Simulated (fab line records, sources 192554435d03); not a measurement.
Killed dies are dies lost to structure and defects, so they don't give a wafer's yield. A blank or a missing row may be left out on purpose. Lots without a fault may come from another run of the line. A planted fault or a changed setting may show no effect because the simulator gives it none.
Chamber matching | flow n5_finfet | N5_FIN_SAQP_PECVD_06 on pecvd-03: 3 sister chambers
The step deposits a-Si from SiH4/He, target thk 60 nm, time 48.1 s. 3 wafers are shown with their chamber, then 11 later ones without.

WAFERS WITH THEIR CHAMBER
wafer  | chamber | showerhead_plenum_p_Torr (Torr)
L091.6 | 1       | 5.61
L092.4 | 2       | 5.73
L094.1 | 0       | 5.60

WAFERS WITHOUT THEIR CHAMBER
wafer  | showerhead_plenum_p_Torr (Torr)
L094.2 | 5.74
L094.3 | 5.60
L094.4 | 5.77
L094.5 | 5.59
L094.6 | 5.60
L095.1 | 5.61
L095.2 | 5.60
L095.5 | 5.59
L096.2 | 5.76
L096.4 | 5.60
L096.6 | 5.60

WHICH CHAMBER EACH WENT THROUGH
wafer  | from the rows above     | in truth
L094.2 | 2                       | 2
L094.3 | can't be placed: 0 or 1 | 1
L094.4 | 2                       | 2
L094.5 | can't be placed: 0 or 1 | 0
L094.6 | can't be placed: 0 or 1 | 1
L095.1 | can't be placed: 1 or 0 | 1
L095.2 | can't be placed: 0 or 1 | 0
L095.5 | can't be placed: 0 or 1 | 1
L096.2 | 2                       | 2
L096.4 | can't be placed: 0 or 1 | 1
L096.6 | can't be placed: 0 or 1 | 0
Placed correctly: 3 of 11. Can't be placed from these rows: 8 (the true chamber is among the candidates in 8). Placed wrongly: 0.
How it was worked out, from the rows above alone: a wafer's distance from a chamber is the root of the sum, over the readings, of the square of ((its reading less the chamber's mean) divided by the reading's scatter). The wafer belongs to the nearest chamber; if the next one is less than 2 further off, it can't be placed. A chamber's mean is the mean of its shown wafers. The scatter: with one shown wafer a chamber, the root of the mean of the squares of how far each hidden wafer lies from its nearest shown one.
